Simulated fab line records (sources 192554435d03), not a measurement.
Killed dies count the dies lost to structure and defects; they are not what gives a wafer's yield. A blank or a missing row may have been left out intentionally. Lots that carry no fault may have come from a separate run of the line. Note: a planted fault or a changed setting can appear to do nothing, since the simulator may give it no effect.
Which of the tools did it? ; flow n5Finfet ; Sampling: 24 lots, 72 wafers, 5 of 1938 route steps

WHAT EACH GAUGE READ, for each wafer
N5_MOL_CONTACT_COAG_CD_MEAS_08: the cd target is 28 nm. Usual: cdNm reads 28.01 nm (standard deviation 0.24).
lot;measured;on;cdNm (nm);flag
L074;day 5 00:20;cdSem-02;27.67 27.59 27.85;
L075;day 5 06:26;cdSem-01;28.08 28.08 28.26;
L076;day 5 10:37;cdSem-01;28.11 28.29 28.06;
L077;day 5 13:22;cdSem-02;27.84 27.84 27.69;
L078;day 5 17:38;cdSem-02;28.03 27.67 28.18;
L079;day 6 01:13;cdSem-03;28.32 28.13 28.09;
L080;day 6 06:51;cdSem-01;28.16 27.65 27.65;
L081;day 6 14:45;cdSem-03;27.91 28.47 27.94;
L082;day 6 20:22;cdSem-01;28.02 27.99 28.34;
L083;day 7 05:22;cdSem-01;28.34 28.13 28.21;
L084;day 7 14:22;cdSem-01;28.09 28.48 28.56;
L085;day 7 18:33;cdSem-02;28.04 27.98 27.90;
L086;day 7 21:38;cdSem-03;27.76 28.30 27.70;
L087;day 8 02:23;cdSem-01;27.70 27.79 27.79;
L088;day 8 05:36;cdSem-03;28.18 28.22 28.02;
L089;day 8 12:36;cdSem-03;27.58 27.88 27.69;
L090;day 8 14:02;cdSem-02;28.04 27.89 28.39;
L091;day 9 01:23;cdSem-01;27.68 28.16 27.83;
L092;day 9 08:22;cdSem-03;28.17 27.78 27.88;
L093;day 9 09:28;cdSem-01;28.34 27.72 28.02;
L094;day 9 17:22;cdSem-01;27.82 28.14 27.87;
L095;day 9 20:45;cdSem-01;28.19 28.24 28.32;
L096;day 10 00:58;cdSem-01;28.04 28.27 27.83;
L097;day 10 10:26;cdSem-03;27.97 28.31 27.97;

N5_MOL_CONTACT_COAG_OVL_MEAS_85. Usual: VG_OVL 0.2 nm, standard deviation 0.72.
lot;measured;on;VG_OVL (nm);flag
L074;day 5 10:57;overlay-01;0.4 0.2 0.2;
L075;day 5 15:48;overlay-02;0.4 0.1 1.0;
L076;day 5 18:46;overlay-01;-0.3 -0.6 0.1;
L077;day 5 23:58;overlay-01;-0.2 -0.1 0.3;
L078;day 6 03:10;overlay-02;-0.5 0.5 1.6;
L079;day 6 09:31;overlay-02;-0.3 -0.2 -0.8;
L080;day 6 17:23;overlay-02;-0.9 1.2 0.7;
L081;day 6 22:44;overlay-01;0.2 0.3 0.7;
L082;day 7 06:13;overlay-01;0.2 -0.8 -1.2;
L083;day 7 14:10;overlay-01;0.2 -1.8 -0.8;
L084;day 8 04:18;overlay-01;0.8 -0.3 0.5;
L085;day 8 04:22;overlay-02;0.2 -0.4 -0.2;
L086;day 8 06:58;overlay-02;-0.7 -0.8 -1.1;
L087;day 8 13:59;overlay-01;0.8 -1.3 -0.2;
L088;day 8 16:39;overlay-01;1.1 -0.1 -0.3;
L089;day 9 00:38;overlay-01;0.8 0.5 0.5;
L090;day 9 02:14;overlay-02;0.5 1.3 0.3;
L091;day 9 12:40;overlay-02;-0.2 0.3 0.0;
L092;day 9 19:54;overlay-01;0.9 -0.3 0.0;
L093;day 9 20:20;overlay-02;0.1 0.4 -0.4;
L094;day 10 03:05;overlay-01;-0.1 1.1 -0.2;
L095;day 10 05:25;overlay-02;2.0 2.2 1.1;
L096;day 10 12:04;overlay-02;0.4 0.4 0.1;
L097;day 10 21:53;overlay-02;-0.1 0.5 1.1;

N5_MOL_CONTACT_COAG_CD_MEAS_40: the cd target is 25.1 nm. Usual: cdNm reads 25.17 nm (standard deviation 0.23).
lot;measured;on;cdNm (nm);flag
L074;day 5 12:40;cdSem-02;25.13 25.01 25.15;
L075;day 5 17:24;cdSem-02;24.90 24.65 24.79;
L076;day 5 19:59;cdSem-02;25.14 25.04 24.89;
L077;day 6 02:56;cdSem-03;25.08 25.19 25.54;
L078;day 6 05:16;cdSem-01;25.37 25.56 25.15;
L079;day 6 10:50;cdSem-02;24.91 25.37 25.50;
L080;day 6 18:37;cdSem-01;24.74 25.08 25.32;
L081;day 7 00:29;cdSem-03;25.01 25.24 25.40;
L082;day 7 07:35;cdSem-01;24.92 25.25 25.46;
L083;day 7 15:43;cdSem-01;25.39 25.10 25.21;
L084;day 8 06:01;cdSem-01;25.27 25.23 25.04;
L085;day 8 06:12;cdSem-01;25.55 25.28 25.31;
L086;day 8 08:11;cdSem-02;25.41 25.36 24.84;
L087;day 8 15:43;cdSem-02;25.25 25.55 24.77;
L088;day 8 18:06;cdSem-03;24.96 25.24 24.79;
L089;day 9 02:20;cdSem-03;25.58 25.12 25.00;
L090;day 9 03:39;cdSem-01;25.02 25.05 25.11;
L091;day 9 13:53;cdSem-02;25.35 24.86 25.15;
L092;day 9 21:16;cdSem-02;25.40 24.86 24.88;
L093;day 9 22:32;cdSem-01;25.29 25.24 24.99;
L094;day 10 05:29;cdSem-02;25.06 24.96 25.07;
L095;day 10 08:01;cdSem-03;25.16 25.59 25.24;
L096;day 10 14:26;cdSem-03;24.95 24.83 25.25;
L097;day 11 00:40;cdSem-01;25.26 25.03 24.89;

WHAT TOOL EACH LOT RAN ON (gives the tool, then ch and the chambers of the sampled wafers, and finally the start)
lot;N5_MOL_CONTACT_COAG_DESCUM_13;N5_MOL_CONTACT_COAG_DESCUM_88
L074;rieDiel-04 ch 0,2,3, day 5 00:49;rieDiel-04 ch 0,2,3, day 5 11:14
L075;rieDiel-05 ch 1,3, day 5 06:34;rieDiel-04 ch 0,1,2, day 5 16:16
L076;rieDiel-04 ch 1,3, day 5 10:44;rieDiel-05 ch 1,2,3, day 5 18:51
L077;rieDiel-05 ch 1,3, day 5 14:07;rieDiel-04 ch 1,2,3, day 6 00:11
L078;rieDiel-05 ch 1,3, day 5 17:55;rieDiel-02 ch 1,2,3, day 6 03:53
L079;rieDiel-02 ch 0,2,3, day 6 01:20;rieDiel-02 ch 0,1,3, day 6 09:35
L080;rieDiel-02 ch 0,2, day 6 07:04;rieDiel-05 ch 1,2,3, day 6 17:29
L081;rieDiel-04 ch 0,2,3, day 6 14:52;rieDiel-02 ch 0,1,2, day 6 23:11
L082;rieDiel-02 ch 0,2,3, day 6 20:43;rieDiel-05 ch 0,3, day 7 06:18
L083;rieDiel-04 ch 1,2,3, day 7 05:29;rieDiel-05 ch 0,1,3, day 7 14:28
L084;rieDiel-04 ch 1,2,3, day 7 14:32;rieDiel-04 ch 2,3, day 8 04:25
L085;rieDiel-02 ch 2,3, day 7 18:41;rieDiel-04 ch 0,1,2, day 8 04:32
L086;rieDiel-05 ch 1,2,3, day 7 21:46;rieDiel-05 ch 1,2,3, day 8 07:04
L087;rieDiel-02 ch 2,3, day 8 02:47;rieDiel-04 ch 0,1, day 8 14:17
L088;rieDiel-04 ch 0,1, day 8 05:43;rieDiel-04 ch 0,1,3, day 8 16:46
L089;rieDiel-05 ch 1,2,3, day 8 12:43;rieDiel-05 ch 0,1, day 9 00:51
L090;rieDiel-02 ch 0,1,2, day 8 14:20;rieDiel-02 ch 1,2,3, day 9 02:19
L091;rieDiel-02 ch 0,2,3, day 9 01:43;rieDiel-04 ch 1,2,3, day 9 12:46
L092;rieDiel-05 ch 1,2, day 9 08:44;rieDiel-05 ch 2,3, day 9 19:59
L093;rieDiel-05 ch 1,2,3, day 9 09:41;rieDiel-05 ch 0,2,3, day 9 21:11
L094;rieDiel-05 ch 1,2, day 9 17:28;rieDiel-02 ch 1,2,3, day 10 04:16
L095;rieDiel-05 ch 0,2, day 9 21:19;rieDiel-02 ch 1,2,3, day 10 06:45
L096;rieDiel-02 ch 0,2,3, day 10 02:37;rieDiel-04 ch 1,2,3, day 10 13:04
L097;rieDiel-02 ch 0,1,2, day 10 11:37;rieDiel-04 ch 1,2, day 10 23:13
- N5_MOL_CONTACT_COAG_DESCUM_13: chemistry O2, time 7 s.
- N5_MOL_CONTACT_COAG_DESCUM_88: chemistry O2, time 7 s.

AS READ BY THE TOOLS THEMSELVES (means over the sampled wafers that have a number; for cases with no such wafer, the mark the record gives instead)
N5_MOL_CONTACT_COAG_DESCUM_13. Usual: drypumpMotorCurrentA 5.5 A, standard deviation 0.36; o2FlowSccm 225.0 sccm, standard deviation 0.61; oesProductAu 0.78 a.u., standard deviation 0.085; rfVppV 243.2 V, standard deviation 1.5; showerheadPlenumPTorr 2.08 Torr, standard deviation 0.086; throttleValvePct 20.35 %, standard deviation 0.14.
lot;tool;drypumpMotorCurrentA (A);o2FlowSccm (sccm);oesProductAu (a.u.);rfVppV (V);showerheadPlenumPTorr (Torr);throttleValvePct (%);flag
L074;rieDiel-04;5.4;224.5;0.80;242.6;2.01;20.33;
L075;rieDiel-05;5.6;224.9;0.72;241.5;1.96;20.47;
L076;rieDiel-04;5.4;224.7;0.73;243.2;2.10;20.41;
L077;rieDiel-05;5.6;224.8;0.73;241.2;1.96;20.48;
L078;rieDiel-05;5.6;225.0;0.72;241.7;1.96;20.47;
L079;rieDiel-02;5.6;225.2;0.81;244.1;2.09;20.34;
L080;rieDiel-02;5.7;225.7;0.72;242.0;2.05;20.40;
L081;rieDiel-04;5.4;224.8;0.78;241.9;2.01;20.36;
L082;rieDiel-02;5.7;224.5;0.79;243.4;2.09;20.36;
L083;rieDiel-04;5.2;225.0;0.77;243.1;2.06;20.39;
L084;rieDiel-04;5.2;224.8;0.77;242.9;2.06;20.38;
L085;rieDiel-02;5.6;224.9;0.84;243.8;2.14;20.31;
L086;rieDiel-05;5.7;225.6;0.78;244.1;2.12;20.32;
L087;rieDiel-02;5.6;224.5;0.84;243.8;2.13;20.32;
L088;rieDiel-04;5.7;225.4;0.71;242.5;2.03;20.51;
L089;rieDiel-05;5.7;224.6;0.79;242.8;2.12;20.32;
L090;rieDiel-02;5.5;224.9;0.77;243.0;2.10;20.36;
L091;rieDiel-02;5.7;224.9;0.77;243.4;2.08;20.38;
L092;rieDiel-05;5.6;225.3;0.73;242.6;2.04;20.40;
L093;rieDiel-05;5.7;225.9;0.78;244.2;2.12;20.33;
L094;rieDiel-05;5.6;225.1;0.73;242.3;2.04;20.41;
L095;rieDiel-05;5.2;225.3;0.76;243.9;2.13;20.17;
L096;rieDiel-02;5.6;224.8;0.75;243.5;2.08;20.40;
L097;rieDiel-02;5.5;225.4;0.75;243.2;2.09;20.40;

N5_MOL_CONTACT_COAG_DESCUM_88. Usual: drypumpMotorCurrentA 5.5 A, standard deviation 0.38; o2FlowSccm 225.1 sccm, standard deviation 0.6; oesProductAu 0.77 a.u., standard deviation 0.086; rfVppV 243.1 V, standard deviation 1.6; showerheadPlenumPTorr 2.08 Torr, standard deviation 0.087; throttleValvePct 20.35 %, standard deviation 0.15.
lot;tool;drypumpMotorCurrentA (A);o2FlowSccm (sccm);oesProductAu (a.u.);rfVppV (V);showerheadPlenumPTorr (Torr);throttleValvePct (%);flag
L074;rieDiel-04;5.4;224.5;0.80;240.8;2.01;20.34;
L075;rieDiel-04;5.3;224.6;0.79;242.9;2.07;20.44;
L076;rieDiel-05;5.7;224.9;0.73;242.3;2.04;20.43;
L077;rieDiel-04;5.2;224.5;0.79;242.4;2.07;20.37;
L078;rieDiel-02;5.4;225.5;0.86;243.7;2.15;20.29;
L079;rieDiel-02;5.4;225.3;0.85;244.0;2.09;20.26;
L080;rieDiel-05;5.7;224.9;0.82;243.3;2.12;20.30;
L081;rieDiel-02;5.5;224.8;0.78;242.9;2.10;20.36;
L082;rieDiel-05;5.5;225.2;0.89;245.3;2.18;20.10;
L083;rieDiel-05;5.4;224.9;0.83;243.4;2.10;20.17;
L084;rieDiel-04;5.1;224.4;0.82;241.2;2.02;20.33;
L085;rieDiel-04;5.3;224.5;0.77;242.1;2.06;20.46;
L086;rieDiel-05;5.7;225.2;0.79;243.6;2.12;20.32;
L087;rieDiel-04;5.6;225.1;0.71;242.4;2.03;20.51;
L088;rieDiel-04;5.6;225.9;0.70;242.3;2.03;20.44;
L089;rieDiel-05;5.2;225.2;0.78;243.5;2.06;20.15;
L090;rieDiel-02;5.4;224.5;0.82;243.7;2.14;20.33;
L091;rieDiel-04;5.3;225.4;0.76;243.2;2.06;20.40;
L092;rieDiel-05;5.8;225.3;0.77;244.8;2.18;20.35;
L093;rieDiel-05;5.5;225.4;0.79;244.6;2.16;20.21;
L094;rieDiel-02;5.4;225.4;0.81;244.0;2.14;20.33;
L095;rieDiel-02;5.4;225.8;0.81;243.0;2.14;20.34;
L096;rieDiel-04;5.2;225.1;0.75;242.8;2.05;20.41;
L097;rieDiel-04;5.0;225.0;0.81;242.8;2.08;20.46;

THE ANSWER, worked out from the rows above alone
Rule: take the mean of a lot's wafers that have a number; if it is more than 3 standard deviations from the usual mean, the lot is off. A lot without any number at a reading at which 4 lots or more have one is off too. Any other lot the step has rows for is counted as sound. After the gauges, taken in route order, come the tools' own readings; for these a lot's mean is taken, as printed above. The first step at which some lot is off is used, and at that step the reading that is off furthest; a lot without a number counts as furthest.
No lot is off on any of the readings shown, so nothing can be concluded from this.

WHAT THE SIMULATOR HAD PUT IN
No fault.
